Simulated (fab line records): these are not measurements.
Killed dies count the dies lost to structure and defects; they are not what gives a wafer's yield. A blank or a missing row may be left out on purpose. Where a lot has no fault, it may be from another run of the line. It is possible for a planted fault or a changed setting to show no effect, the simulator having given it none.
Which tool did it? + flow nandHarc + 12 lots with 36 wafers sampled at 5 steps, on a route of 1302 steps

WHAT THE GAUGES SHOWED, per wafer
NHARC_P_M2_INSPECT_27. Usual: 361 for rawDefectCount, sd 130.
| lot  | measured     | on               | rawDefectCount | flag |
|------|--------------|------------------|----------------|------|
| L922 | day 7 03:59  | defectInspect-01 | 322 278 179    |      |
| L923 | day 7 17:39  | defectInspect-02 | 319 413 339    |      |
| L926 | day 8 21:34  | defectInspect-02 | 669 510 324    |      |
| L925 | day 8 22:47  | defectInspect-02 | 409 377 224    |      |
| L927 | day 9 09:10  | defectInspect-01 | 527 229 492    |      |
| L929 | day 10 09:49 | defectInspect-01 | 247 346 350    |      |
| L930 | day 10 20:37 | defectInspect-01 | 605 346 251    |      |
| L931 | day 11 14:22 | defectInspect-02 | 546 369 263    |      |
| L940 | day 15 00:02 | defectInspect-02 | 523 522 372    |      |
| L941 | day 15 00:42 | defectInspect-02 | 486 267 271    |      |
| L942 | day 15 15:36 | defectInspect-01 | 272 194 291    |      |
| L943 | day 15 23:34 | defectInspect-02 | 380 306 217    |      |

NHARC_P_BONDPAD_CD_MEAS_13. Usual: 499.6 nm for cdNm, sd 2.4.
| lot  | measured     | on       | cdNm (nm)         | flag |
|------|--------------|----------|-------------------|------|
| L922 | day 7 06:19  | cdSem-01 | 497.0 504.0 500.2 |      |
| L923 | day 7 19:57  | cdSem-01 | 499.7 500.0 503.3 |      |
| L926 | day 8 23:51  | cdSem-03 | 498.0 497.6 496.7 |      |
| L925 | day 9 01:04  | cdSem-02 | 500.5 501.1 499.5 |      |
| L927 | day 9 11:29  | cdSem-03 | 497.7 496.2 495.9 |      |
| L929 | day 10 12:10 | cdSem-03 | 503.4 500.2 501.5 |      |
| L930 | day 10 23:13 | cdSem-01 | 498.7 497.1 496.1 |      |
| L931 | day 11 16:41 | cdSem-02 | 496.6 499.4 495.7 |      |
| L940 | day 15 02:40 | cdSem-03 | 503.7 503.7 501.6 |      |
| L941 | day 15 03:29 | cdSem-01 | 501.5 495.2 500.8 |      |
| L942 | day 15 17:49 | cdSem-01 | 498.3 500.6 501.3 |      |
| L943 | day 16 01:59 | cdSem-03 | 502.6 500.4 499.4 |      |

NHARC_END_SORT_01. Usual: defectLimitedYield 91 %, standard deviation 3.2; killedAtArray 53, standard deviation 21; killedAtOther 0.8, standard deviation 1.1; killedAtPeriphery 4.2, standard deviation 2.7; killedDies 58, standard deviation 22; killedOpen 3.4, standard deviation 1.9; killedShort 2.5, standard deviation 1.6; sort_bin_2_pct 3.1 %, standard deviation 1.4; sort_bin_3_pct 0.6 %, standard deviation 0.43; sort_bin_4_pct 4.9 %, standard deviation 1.7; sortNPass 619, standard deviation 22; sortRimYieldPct 96.9 %, standard deviation 1.8; sortYieldPct 91 %, standard deviation 3.2.
| lot  | measured     | on        | defectLimitedYield (%) | killedAtArray | killedAtOther | killedAtPeriphery | killedDies | killedOpen | killedShort | sort_bin_2_pct (%) | sort_bin_3_pct (%) | sort_bin_4_pct (%) | sortNPass   | sortRimYieldPct (%) | sortYieldPct (%) | flag |
|------|--------------|-----------|------------------------|---------------|---------------|-------------------|------------|------------|-------------|--------------------|--------------------|--------------------|-------------|---------------------|------------------|------|
| L926 | day 27 06:28 | prober-02 | 91 92 91               | 58 46 51      | 1 1 1         | 4 5 6             | 63 52 58   | 2 3 1      | 3 2 1       | 3.7 2.8 2.5        | 0.9 0.3 0.6        | 4.7 4.6 5.5        | 614 625 619 | 96.2 96.2 97.2      | 91 92 91         |      |
| L925 | day 26 21:08 | prober-01 | 89 89 87               | 76 68 83      | 0 1 0         | 1 4 2             | 77 73 85   | 3 3 5      | 0 3 6       | 4.4 3.8 5.0        | 0.4 0 0.9          | 6.5 6.9 6.6        | 600 604 592 | 97.2 97.2 97.2      | 89 89 87         |      |
| L927 | day 26 21:08 | prober-02 | 87 88 87               | 82 83 81      | 1 0 0         | 2 1 6             | 85 84 87   | 6 3 6      | 6 6 8       | 4.6 3.8 4.7        | 0.1 1.3 1.0        | 7.8 7.2 7.1        | 592 593 590 | 98.1 96.2 94.3      | 87 88 87         |      |
| L929 | day 28 04:24 | prober-02 | 88 87 88               | 70 84 75      | 5 3 0         | 7 1 4             | 82 88 79   | 4 4 4      | 2 2 1       | 4.4 3.8 3.8        | 1.3 1.6 1.0        | 6.4 7.5 6.8        | 595 589 598 | 95.3 98.1 97.2      | 88 87 88         |      |
| L930 | day 29 13:04 | prober-02 | 92 88 92               | 52 70 48      | 0 0 0         | 5 8 5             | 57 78 53   | 2 5 2      | 4 4 2       | 3.0 4.0 4.1        | 0.7 1.0 0.1        | 4.7 6.5 3.5        | 620 599 624 | 96.2 98.1 99.1      | 92 88 92         |      |
| L931 | day 29 13:03 | prober-01 | 97 97 97               | 14 18 20      | 1 0 1         | 4 4 0             | 19 22 21   | 4 2 3      | 0 1 0       | 0.7 1.0 0.7        | 0 0 0.4            | 2.1 2.2 1.9        | 658 655 656 | 98.1 98.1 99.1      | 97 97 97         |      |
| L940 | day 33 06:38 | prober-01 | 95 94 93               | 31 37 41      | 1 0 0         | 3 4 7             | 35 41 48   | 3 2 4      | 3 2 1       | 1.6 2.4 1.8        | 0.4 0.4 0.3        | 3.1 3.2 5.0        | 642 636 629 | 96.2 98.1 96.2      | 95 94 93         |      |

WHICH TOOL RAN EACH LOT (tool, then ch and the chambers of the sampled wafers, then the start)
| lot  | NHARC_P_BONDPAD_CMP_32        | NHARC_P_BONDPAD_DESCUM_11         |
|------|-------------------------------|-----------------------------------|
| L922 | cmp-01 ch 0,1, day 7 04:59    | rieDiel-02 ch 1,2,3, day 7 06:00  |
| L923 | cmp-04 ch 0,2,3, day 7 18:40  | rieDiel-02 ch 1,2,3, day 7 19:40  |
| L926 | cmp-03 ch 1,2,3, day 8 22:34  | rieDiel-02 ch 0,2,3, day 8 23:34  |
| L925 | cmp-04 ch 0,2,3, day 8 23:44  | rieDiel-02 ch 1,2,3, day 9 00:45  |
| L927 | cmp-01 ch 0,2, day 9 10:09    | rieDiel-03 ch 0,1, day 9 11:11    |
| L929 | cmp-01 ch 0,1,2, day 10 10:50 | rieDiel-02 ch 1,3, day 10 11:51   |
| L930 | cmp-03 ch 0,2, day 10 21:52   | rieDiel-02 ch 1,2,3, day 10 22:54 |
| L931 | cmp-01 ch 1,2, day 11 15:22   | rieDiel-02 ch 0,3, day 11 16:23   |
| L940 | cmp-03 ch 0,1, day 15 01:20   | rieDiel-07 ch 1,2,3, day 15 02:21 |
| L941 | cmp-04 ch 0,1,2, day 15 01:41 | rieDiel-03 ch 0,1, day 15 02:41   |
| L942 | cmp-03 ch 1,2, day 15 16:32   | rieDiel-07 ch 0,2,3, day 15 17:29 |
| L943 | cmp-01 ch 1,2,3, day 16 00:40 | rieDiel-07 ch 0,1,2, day 16 01:40 |
- NHARC_P_BONDPAD_CMP_32: polishes SiCN, target thk 200 nm.
- NHARC_P_BONDPAD_DESCUM_11: chemistry O2, time 3 s.

AS READ BY THE TOOLS THEMSELVES (means over the sampled wafers that have a number; for cases with no such wafer, the mark the record gives instead)
NHARC_P_BONDPAD_CMP_32. Usual: motorCurrentA 12.5 A, standard deviation 1.4; retainingRingPressureFrac 1.000, standard deviation 0.0049.
| lot  | tool   | motorCurrentA (A) | retainingRingPressureFrac | flag |
|------|--------|-------------------|---------------------------|------|
| L922 | cmp-01 | 12.1              | 0.995                     |      |
| L923 | cmp-04 | 12.0              | 0.999                     |      |
| L926 | cmp-03 | 12.5              | 1.004                     |      |
| L925 | cmp-04 | 12.5              | 1.000                     |      |
| L927 | cmp-01 | 13.9              | 1.002                     |      |
| L929 | cmp-01 | 13.1              | 1.003                     |      |
| L930 | cmp-03 | 13.9              | 1.004                     |      |
| L931 | cmp-01 | 12.4              | 1.001                     |      |
| L940 | cmp-03 | 11.7              | 0.999                     |      |
| L941 | cmp-04 | 12.6              | 0.997                     |      |
| L942 | cmp-03 | 12.0              | 1.003                     |      |
| L943 | cmp-01 | 12.6              | 1.001                     |      |

NHARC_P_BONDPAD_DESCUM_11. Usual: drypumpMotorCurrentA 5.6 A, standard deviation 0.52; oesProductAu 0.996 a.u., standard deviation 0.011; rfVppV 57.8 V, standard deviation 0.84; runLengthS 23.92 s, standard deviation 0.28; showerheadPlenumPTorr 1.91 Torr, standard deviation 0.069; throttleValvePct 11.312 %, standard deviation 0.0088.
| lot  | tool       | drypumpMotorCurrentA (A) | oesProductAu (a.u.) | rfVppV (V) | runLengthS (s) | showerheadPlenumPTorr (Torr) | throttleValvePct (%) | flag |
|------|------------|--------------------------|---------------------|------------|----------------|------------------------------|----------------------|------|
| L922 | rieDiel-02 | 5.3                      | 0.978               | 58.2       | 23.97          | 1.92                         | 11.302               |      |
| L923 | rieDiel-02 | 5.3                      | 0.991               | 58.2       | 23.91          | 1.92                         | 11.311               |      |
| L926 | rieDiel-02 | 5.5                      | 0.989               | 58.1       | 24.16          | 1.87                         | 11.326               |      |
| L925 | rieDiel-02 | 5.3                      | 0.994               | 58.1       | 23.92          | 1.92                         | 11.312               |      |
| L927 | rieDiel-03 | 5.8                      | 0.999               | 58.2       | 24.13          | 1.85                         | 11.309               |      |
| L929 | rieDiel-02 | 5.5                      | 1.005               | 57.4       | 23.84          | 1.94                         | 11.308               |      |
| L930 | rieDiel-02 | 5.3                      | 1.004               | 58.2       | 24.00          | 1.92                         | 11.313               |      |
| L931 | rieDiel-02 | 5.7                      | 1.004               | 57.5       | 24.41          | 1.90                         | 11.308               |      |
| L940 | rieDiel-07 | 5.6                      | 1.008               | 57.9       | 24.11          | 1.94                         | 11.308               |      |
| L941 | rieDiel-03 | 5.7                      | 0.982               | 56.2       | 24.03          | 1.84                         | 11.310               |      |
| L942 | rieDiel-07 | 5.7                      | 0.995               | 58.1       | 23.53          | 2.00                         | 11.310               |      |
| L943 | rieDiel-07 | 6.0                      | 0.995               | 57.6       | 23.85          | 1.96                         | 11.313               |      |

THE ANSWER, worked out from the rows above alone
Rule: lot off if the mean of its wafers having a number is beyond 3 standard deviations from the usual mean. Also off: a lot with no number at a reading for which 4 or more lots have one. The other lots that the step has rows for count as sound. Order of review: gauges by route order, followed by the tools' own readings, for which a lot's mean as printed above is used. The first step at which some lot is off is used, and at that step the reading that is off furthest; a lot without a number counts as furthest.
Nothing can be told from this: no lot is off at any reading shown.

WHAT HAD BEEN PUT IN BY THE SIMULATOR
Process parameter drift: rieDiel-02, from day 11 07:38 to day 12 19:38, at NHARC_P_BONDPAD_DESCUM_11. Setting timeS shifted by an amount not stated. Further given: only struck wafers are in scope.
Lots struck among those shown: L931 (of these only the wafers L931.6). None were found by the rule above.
